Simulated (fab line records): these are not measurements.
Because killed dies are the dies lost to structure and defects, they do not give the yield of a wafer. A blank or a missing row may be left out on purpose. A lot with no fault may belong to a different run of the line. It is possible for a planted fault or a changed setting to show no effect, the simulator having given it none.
fab line records    flow nandHarc
record lots=12  wafers=36  lastDay=24
route steps=1159 shown A_SGD_CUT@765 A_WL_FILL@814 END@1159
lots with no fault: from the same line, run without faults
startH: the number of hours between the record's first day and the start of the first shown wafer of the lot    waitH: hours since the lot's step before    " as in the row above    L1.1+2: one row covering several wafers at once    - value missing, or start not given    * or withheld: withheld    < > ~ a bound
route shown NAME@n: NAME is a module with steps in the file, n the number in the route of the first one    usual: mean and standard deviation over wafers with no fault    same: alike in all rows    chamber/n: place in a boat    sites: each site's reading    _std_site: the values' standard deviation    _edge_site: outer sites' mean less inner sites'    radiusMm: how far each site lies from the wafer's centre    mask NAME#n: copy n    behind: tool/chamber where the wafer was last shaped    hold: reason for holding the lot/hours on hold/outcome of the hold    device: transistor that didn't switch, given as n, p or np    end of line: the tests these same wafers got at the end of their route    for a step that has no rows: nothing shown but its recipe    killed: dies lost to structure and defects at the first sort, not the wafer's yield    map: the dies of a wafer, with x for killed, . for not killed, _ for no die there
set.NAME: the run value of the setting; set.NAME@STEP: its run value at that earlier step    model.NAME: the simulator's own value behind a step, which no gauge read
steps of the route over a sample of lots; a table a step, a row a wafer
services: when a tool's chamber went out of use (startH, in hours from the record's first day, below 0 if earlier), for how many hours, and the reason
## steps
# step NHARC_A_SGD_CUT_ETCH_16
# recipe targetDepthA=3105  timeS=155.2  c4f8FlowSccm=withheld  o2FlowSccm=8  arFlowSccm=withheld  rfW=600  biasW=800  chemistry=C4F8/O2/Ar
# usual oesProductAu=0.970/0.013  rfVppV=722/4.5
# same timeS=155.2
lot.wafer  tool        chamber  startH  waitH  oesProductAu  rfHoursCounterH  rfVppV
L276.3     rieDiel-05  0        -       -      0.944         11               725
L276.4     "           2        "       "      0.977         10               719
L276.5     "           0        "       "      0.953         -                725
L275.2     rieDiel-01  3        -       -      0.974         1                725
L275.6     "           1        "       "      0.953         -                720
L275.4     "           2        "       "      0.960         -                718
L278.2     rieDiel-11  0        -       -      0.978         13               718
L278.1     "           1        "       "      0.988         12               716
L278.6     "           3        "       "      0.961         -                731
L279.4     rieDiel-05  3        -       -      0.975         1                728
L279.2     "           1        "       "      0.969         1                725
L279.6     "           3        "       "      0.970         -                727
L284.1     rieDiel-11  1        -       -      0.995         0                717
L284.2     "           3        "       "      0.969         0                732
L284.4     "           0        "       "      0.969         0                719
L287.4     rieDiel-11  2        -       -      0.971         1                730
L287.6     "           3        "       "      0.980         -                730
L287.5     "           0        "       "      0.984         -                718
L289.1     rieDiel-01  1        -       -      0.938         10               718
L289.5     "           1        "       "      0.932         -                719
L289.6     "           2        "       "      0.954         -                717
L288.3     rieDiel-11  2        -       -      0.972         3                731
L288.4     "           3        "       "      0.971         3                730
L288.6     "           2        "       "      0.982         -                730
L290.3     rieDiel-05  2        -       -      0.973         4                722
L290.1     "           0        "       "      0.972         4                723
L290.2     "           1        "       "      0.967         4                727
L294.1     rieDiel-05  1        -       -      0.973         4                727
L294.2     "           3        "       "      0.980         4                727
L294.5     "           1        "       "      0.973         -                725
L295.4     rieDiel-05  1        -       -      0.942         5                726
L295.2     "           3        "       "      0.969         5                727
L295.6     "           0        "       "      0.959         -                723
L297.1     rieDiel-01  0        -       -      0.978         13               720
L297.2     "           2        "       "      0.974         15               717
L297.3     "           3        "       "      0.985         12               723
# step NHARC_A_SGD_CUT_STRIP_28
# recipe timeS=20  o2FlowSccm=500  arFlowSccm=0  biasW=0  chemistry=O2
# usual drypumpMotorCurrentA=5.7/0.46  oesProductAu=0.998/0.0096  rfVppV=57.8/0.9  showerheadPlenumPTorr=3.51/0.16  throttleValvePct=17.036/0.0098
# same timeS=20
lot.wafer  tool        chamber  startH  waitH  drypumpMotorCurrentA  oesProductAu  rfHoursCounterH  rfVppV  showerheadPlenumPTorr  throttleValvePct
L275.2     rieDiel-11  0        -       -      6.2                   1.000         14               57.0    3.34                   17.032
L275.4     "           1        "       "      6.0                   1.007         12               58.2    3.30                   17.013
L275.6     "           0        "       "      6.2                   1.000         -                57.9    3.34                   17.034
L276.3     rieDiel-01  0        -       -      5.6                   1.016         3                57.3    3.45                   17.042
L276.4     "           3        "       "      6.3                   1.006         3                58.3    3.58                   17.040
L276.5     "           0        "       "      5.6                   1.009         -                58.2    3.45                   17.032
L278.1     rieDiel-11  0        -       -      6.2                   0.993         14               57.3    3.34                   17.065
L278.2     "           1        "       "      6.0                   1.001         12               56.9    3.30                   17.039
L278.6     "           3        "       "      5.0                   0.993         -                56.5    3.76                   17.047
L279.2     rieDiel-11  0        360.01  0.1    6.2                   1.008         16               58.4    3.34                   17.033
L279.4     "           1        "       "      6.0                   1.003         -                56.6    3.30                   17.049
L279.6     "           3        "       "      5.0                   0.992         -                58.4    3.76                   17.040
L284.4     rieDiel-05  3        -       -      6.0                   0.992         3                57.4    3.67                   17.033
L284.1     "           0        "       "      5.3                   1.005         3                58.3    3.56                   17.038
L284.2     "           1        "       "      5.2                   0.984         3                57.8    3.62                   17.038
L287.4     rieDiel-11  0        -       -      6.2                   1.003         1                58.4    3.34                   17.051
L287.6     "           3        "       "      5.0                   1.007         -                57.6    3.76                   17.023
L287.5     "           0        "       "      6.2                   1.006         -                56.5    3.34                   17.033
L289.1     rieDiel-05  3        -       -      6.0                   1.007         4                59.0    3.67                   17.034
L289.5     "           3        "       "      5.9                   1.013         -                58.9    3.67                   17.042
L289.6     "           0        "       "      5.3                   1.007         -                56.8    3.56                   17.046
L288.3     rieDiel-01  1        -       -      5.4                   0.992         11               58.4    3.37                   17.045
L288.4     "           0        "       "      5.6                   0.996         8                59.9    3.45                   17.022
L288.6     "           2        "       "      5.6                   0.989         -                57.4    3.32                   17.040
L290.2     rieDiel-05  3        -       -      6.0                   1.008         4                57.8    3.67                   17.041
L290.1     "           0        "       "      5.3                   1.025         4                58.4    3.56                   17.016
L290.3     "           1        "       "      5.2                   0.992         4                59.1    3.62                   17.036
L294.1     rieDiel-11  1        -       -      6.0                   1.002         4                57.5    3.29                   17.021
L294.2     "           2        "       "      5.3                   0.990         4                58.5    3.74                   17.043
L294.5     "           2        "       "      5.3                   0.998         -                60.1    3.74                   17.030
L295.2     rieDiel-01  2        -       -      5.6                   1.004         12               56.2    3.31                   17.030
L295.4     "           1        "       "      5.4                   0.988         13               57.4    3.36                   17.028
L295.6     "           3        "       "      6.3                   1.003         -                58.8    3.58                   17.025
L297.3     rieDiel-05  1        461.44  0.2    5.2                   0.989         7                58.1    3.62                   17.052
L297.2     "           3        "       "      6.0                   1.004         8                57.7    3.67                   17.030
L297.1     "           0        "       "      5.3                   1.009         8                57.6    3.56                   17.051
# step NHARC_A_WL_FILL_ETCHBACK_04
# recipe targetDepthA=600  timeS=120  chemistry=NF3
# usual drypumpMotorCurrentA=5.5/0.55  oesProductAu=1.003/0.0095  runLengthS=141.1/0.48
lot.wafer  tool         chamber  startH  waitH  drypumpMotorCurrentA  oesProductAu  rfHoursCounterH  runLengthS
L275.2     rieMetal-02  0        364.43  2.9    5.4                   0.996         4.2              141.7
L275.4     "            0        "       "      5.5                   1.009         -                141.6
L275.6     "            0        "       "      5.5                   1.012         -                141.7
L276.4     rieMetal-03  0        366.64  1.9    5.3                   1.007         -                140.9
L276.3     "            1        "       "      5.6                   1.005         -                140.8
L276.5     "            0        "       "      5.3                   0.996         -                141.0
L278.2     rieMetal-01  0        369.42  2.9    6.0                   1.023         0.7              140.8
L278.1     "            1        "       "      6.5                   1.012         0.7              141.1
L278.6     "            0        "       "      6.0                   1.023         -                140.5
L279.2     rieMetal-02  0        386.24  2.4    5.5                   1.011         5.4              141.7
L279.4     "            0        "       "      5.5                   1.004         -                141.7
L279.6     "            0        "       "      5.4                   0.994         -                141.9
L284.2     rieMetal-03  1        407.82  2.4    5.6                   1.008         2.6              141.2
L284.1     "            0        "       "      5.4                   0.997         2.6              62.1
L284.4     "            0        "       "      5.4                   1.005         -                62.0
L287.4     rieMetal-03  0        416.97  2.0    5.3                   0.995         -                62.3
L287.5     "            1        "       "      5.6                   1.001         -                62.3
L287.6     "            0        "       "      5.3                   1.000         -                140.7
L289.1     rieMetal-02  0        424.36  2.4    5.4                   1.002         0.4              142.1
L289.5     "            0        "       "      5.5                   1.009         -                141.6
L289.6     "            1        "       "      4.7                   0.995         -                141.2
L288.3     rieMetal-01  0        440.77  1.9    5.9                   1.010         -                141.2
L288.4     "            1        "       "      6.5                   0.994         -                141.6
L288.6     "            0        "       "      6.0                   1.023         -                140.8
L290.2     rieMetal-02  0        443.52  2.8    5.5                   1.004         0.7              141.8
L290.1     "            1        "       "      4.7                   0.998         0.7              140.9
L290.3     "            1        "       "      4.7                   0.990         -                141.5
L294.1     rieMetal-02  1        455.25  5.2    4.8                   0.985         1.4              141.1
L294.2     "            0        "       "      5.5                   0.998         1.4              141.9
L294.5     "            0        "       "      5.4                   0.996         -                142.2
L295.2     rieMetal-01  0        458.86  2.9    6.0                   1.013         3.7              140.5
L295.4     "            0        "       "      6.0                   1.023         -                140.8
L295.6     "            0        "       "      6.0                   1.012         -                140.9
L297.2     rieMetal-02  0        482.96  2.8    5.5                   0.995         2.3              141.9
L297.1     "            1        "       "      4.7                   0.999         2.3              140.7
L297.3     "            0        "       "      5.5                   1.011         -                141.6
# step NHARC_A_WL_FILL_ETCHBACK_26
# recipe targetDepthA=520  timeS=13.3  hbrFlowSccm=150  rfW=350  icpW=350  biasW=60  chemistry=HBr
# usual drypumpMotorCurrentA=5.8/0.33  oesProductAu=1.003/0.009  runLengthS=34.5/0.35  throttleValvePct=23.267/0.0091
# same timeS=13.3
lot.wafer  tool      chamber  startH  waitH  drypumpMotorCurrentA  oesProductAu  rfHoursCounterH  runLengthS  throttleValvePct
L275.2     rieSi-05  2        383.11  0.4    6.0                   0.997         1.0              34.2        23.270
L275.4     "         1        "       "      6.1                   1.002         0.8              34.3        23.264
L275.6     "         2        "       "      6.0                   0.990         -                33.9        23.254
L276.4     rieSi-01  2        383.11  0.4    5.9                   1.007         0.3              34.3        23.270
L276.3     "         0        "       "      5.7                   1.001         0.3              34.9        23.281
L276.5     "         2        "       "      6.0                   1.008         -                34.7        23.275
L278.2     rieSi-06  1        383.12  0.4    6.6                   1.017         0.1              33.8        23.259
L278.1     "         3        "       "      5.9                   1.002         0.1              34.4        23.276
L278.6     "         1        "       "      6.5                   1.001         -                33.8        23.259
L279.4     rieSi-06  0        399.56  0.4    5.5                   1.014         0.2              34.7        23.258
L279.2     "         2        "       "      5.3                   0.994         0.3              34.4        23.263
L279.6     "         3        "       "      5.9                   1.007         -                34.4        23.258
L284.2     rieSi-01  1        421.22  0.4    5.8                   1.005         0.6              34.6        23.273
L284.4     "         3        "       "      5.3                   1.016         0.5              34.6        23.248
L284.1     "         0        "       "      5.7                   1.000         0.5              34.4        23.288
L287.4     rieSi-01  2        432.38  0.4    6.0                   1.008         0.7              34.5        23.290
L287.5     "         1        "       "      5.8                   1.008         -                34.9        23.283
L287.6     "         2        "       "      5.9                   1.009         -                35.0        23.265
L289.1     rieSi-01  0        440.22  0.4    5.7                   1.009         0.7              34.7        23.269
L289.6     "         1        "       "      5.8                   1.016         -                35.0        23.247
L289.5     "         2        "       "      6.0                   1.017         -                34.1        23.250
L290.2     rieSi-06  2        461.76  0.4    5.3                   1.000         0.6              34.5        23.266
L290.1     "         3        "       "      5.9                   0.992         0.7              34.9        23.266
L290.3     "         1        "       "      6.5                   0.990         0.7              33.9        23.266
L288.3     rieSi-05  0        461.79  0.4    5.9                   0.998         0.3              34.2        23.258
L288.4     "         1        "       "      6.1                   0.995         0.3              34.4        23.282
L288.6     "         3        "       "      5.4                   0.986         -                33.7        23.259
L294.1     rieSi-06  0        473.15  0.4    5.5                   1.000         0.6              34.8        23.275
L294.2     "         2        "       "      5.3                   1.002         0.8              34.6        23.258
L294.5     "         0        "       "      5.5                   1.003         -                34.6        23.258
L295.2     rieSi-06  3        476.52  0.4    6.0                   0.984         0.9              34.5        23.270
L295.4     "         0        "       "      5.5                   0.992         0.7              35.0        23.272
L295.6     "         2        "       "      5.3                   1.003         -                34.6        23.264
L297.3     rieSi-01  0        498.80  0.4    5.7                   1.006         0.0              35.1        23.280
L297.2     "         1        "       "      5.8                   1.010         0.0              34.6        23.258
L297.1     "         3        "       "      5.3                   0.994         0.1              34.6        23.257
# step NHARC_END_SORT_01
# recipe tempC=25
# usual killedAtArray=29/9.4  killedAtOther=0.7/1.3  killedAtPeriphery=2.9/2.1  killedDies=32/9  killedOpen=3.3/1.8  killedShort=1.9/1.4
# same grossDies=677
lot.wafer  tool       chamber  startH  waitH  hold                     killedAtArray  killedAtOther  killedAtPeriphery  killedDies  killedOpen  killedShort
L284.1     prober-01  0        503.24  2.5    awaitDispo/0.6h/release  668            0              9                  677         4           3
L284.2     prober-01  0        504.04  2.8    awaitDispo/0.6h/release  29             1              9                  39          0           3
L284.4     prober-01  0        505.64  3.4    awaitDispo/0.6h/release  670            0              7                  677         3           0
L287.4     prober-01  0        521.19  3.4    awaitDispo/4.8h/release  669            1              7                  677         3           2
L287.5     prober-01  0        522.00  3.7    awaitDispo/4.8h/release  670            2              5                  677         7           1
L287.6     prober-01  0        522.80  4.0    awaitDispo/4.8h/release  15             1              4                  20          4           0
L290.1     prober-01  0        555.81  2.5    -                        26             2              6                  34          1           4
L290.2     prober-01  0        556.61  2.8    -                        33             0              3                  36          8           3
L290.3     prober-01  0        557.42  3.1    -                        25             1              0                  26          0           2
# killed by level:class
L284.1 A_WL_FILL:areaEtchback=633 A_SGD_CUT:chamberFilmFlake=10 A_SLIT:chamberFilmFlake=9 A_CHANNEL_HOLE_D1:chamberFilmFlake=7 P_GATE:chamberFilmFlake=4 A_CONTACT:chamberFilmFlake=4 P_ZERO_WELL:chamberFilmFlake=3 P_GATE:geometricParticle:open=1
L284.2 A_SLIT:chamberFilmFlake=14 A_SGD_CUT:chamberFilmFlake=7 A_CHANNEL_HOLE_D1:chamberFilmFlake=5 P_ZERO_WELL:chamberFilmFlake=3 P_STI:chamberFilmFlake=3 P_GATE:chamberFilmFlake=2 P_M0:geometricParticle:short=1 A_CHANNEL_FILL_D1:geometricParticle:short=1
L284.4 A_WL_FILL:areaEtchback=648 A_SLIT:chamberFilmFlake=9 P_ZERO_WELL:chamberFilmFlake=4 A_CHANNEL_HOLE_D1:chamberFilmFlake=4 A_SGD_CUT:chamberFilmFlake=4 A_CONTACT:geometricParticle:open=2 P_GATE:chamberFilmFlake=2 A_SGD_CUT:geometricParticle:open=1
L287.4 A_WL_FILL:areaEtchback=648 A_CHANNEL_HOLE_D1:chamberFilmFlake=9 A_CONTACT:chamberFilmFlake=4 P_M1:chamberFilmFlake=3 A_M1:chamberFilmFlake=3 P_BONDPAD:chamberFilmFlake=2 A_STAIRCASE:chamberFilmFlake=2 P_GATE:geometricParticle:open=1
L287.5 A_WL_FILL:areaEtchback=641 A_M1:chamberFilmFlake=8 A_CONTACT:chamberFilmFlake=7 A_CHANNEL_HOLE_D1:chamberFilmFlake=6 A_M0:geometricParticle:open=2 P_BONDPAD:chamberFilmFlake=2 THIN_TSV:chamberFilmFlake=2 P_CONTACT:geometricParticle:open=1
L287.6 A_CHANNEL_HOLE_D1:chamberFilmFlake=6 P_BONDPAD:chamberFilmFlake=3 A_M1:chamberFilmFlake=3 A_CONTACT:geometricParticle:open=2 A_STAIRCASE:chamberFilmFlake=2 P_M0:geometricParticle:open=1 A_ONON_D1:geometricParticle:open=1 A_CONTACT:chamberFilmFlake=1
L290.1 A_SLIT:chamberFilmFlake=15 A_CHANNEL_HOLE_D1:chamberFilmFlake=7 P_ZERO_WELL:chamberFilmFlake=2 THIN_TSV:chamberFilmFlake=2 P_M0:geometricParticle:short=1 P_M1:geometricParticle:short=1 P_M2:geometricParticle:short=1 A_ONON_D1:geometricParticle:short=1
L290.2 A_SLIT:chamberFilmFlake=16 A_CHANNEL_HOLE_D1:chamberFilmFlake=7 A_BLC:geometricParticle:open=2 A_M0:geometricParticle:open=2 P_CONTACT:geometricParticle:open=1 P_M1:geometricParticle:open=1 A_ONON_D1:geometricParticle:short=1 A_CHANNEL_HOLE_D1:geometricParticle:short=1
L290.3 A_SLIT:chamberFilmFlake=16 A_CHANNEL_HOLE_D1:chamberFilmFlake=6 A_CONTACT:chamberFilmFlake=2 A_ONON_D1:geometricParticle:short=1 STARTING-WAFER:geometricParticle:short=1
## services
tool         chamber  startH  hours  kind
rieDiel-05   2        313.88  9.6    repair
rieDiel-01   -        314.80  9.0    pm
rieDiel-11   3        321.95  3.2    repair
rieDiel-01   0        332.69  2.6    repair
rieDiel-05   -        340.60  9.0    pm
rieDiel-01   1        342.34  2.6    repair
rieDiel-01   3        342.38  15.7   repair
rieDiel-01   0        345.56  6.6    repair
rieSi-01     3        349.37  5.2    repair
rieDiel-11   2        352.77  8.5    repair
rieSi-06     -        360.00  9.0    pm
rieSi-01     0        365.01  14.6   repair
rieDiel-11   -        366.50  9.0    pm
rieMetal-02  -        388.00  9.0    pm
rieSi-06     2        419.93  3.5    repair
rieSi-06     0        426.26  14.8   repair
rieDiel-11   0        426.37  15.6   repair
rieDiel-05   1        441.04  6.7    repair
rieSi-01     1        453.28  6.5    repair
rieDiel-11   2        453.99  5.9    repair
rieDiel-05   2        461.19  116.2  repair
rieDiel-01   3        478.11  3.8    repair
rieSi-01     -        481.00  9.0    pm
rieDiel-01   -        491.80  9.0    pm
## key
firstSign step=NHARC_A_WL_FILL_ETCHBACK_04  reading=runLengthS  direction=down  sigmas=99+  usual=*  struck=*
effect step=NHARC_END_SORT_01  reading=killedDies  direction=up  sigmas=72  usual=32  struck=677
moreKillsBornAt NHARC_A_WL_FILL_ETCHBACK_04@rieMetal-03=2570
metAt NHARC_A_WL_FILL_ETCHBACK_04
struckLots L284,L287
struckWafers L284.1,L284.4,L287.4,L287.5
laterRowsLeftOut L284.1,L284.4,L287.4,L287.5
testerLeftOut L284,L287
notActingAt NHARC_A_SGD_CUT_ETCH_16,NHARC_A_SGD_CUT_STRIP_28,NHARC_A_WL_FILL_ETCHBACK_26
onsetBetween 366.64 407.82
fault kind=processParameterDrift  tool=rieMetal-03  chamber=-  onsetH=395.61  steps=NHARC_A_WL_FILL_ETCHBACK_04  channel=timeS  offset=*  shape=step  endH=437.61  scope=struckWafersOnly  actsIn=*  stated=*
# testerLeftOut: of these lots the tester's yield and bins aren't shown, on N5 and GAA mostly nor the transistor test; their killed dies are dies lost to structure and defects alone, not to doping, threshold or leakage, so they don't give the yield
# laterRowsLeftOut: the simulator's readings of these wafers behind a module that went badly wrong aren't trusted and aren't shown, but for the sort
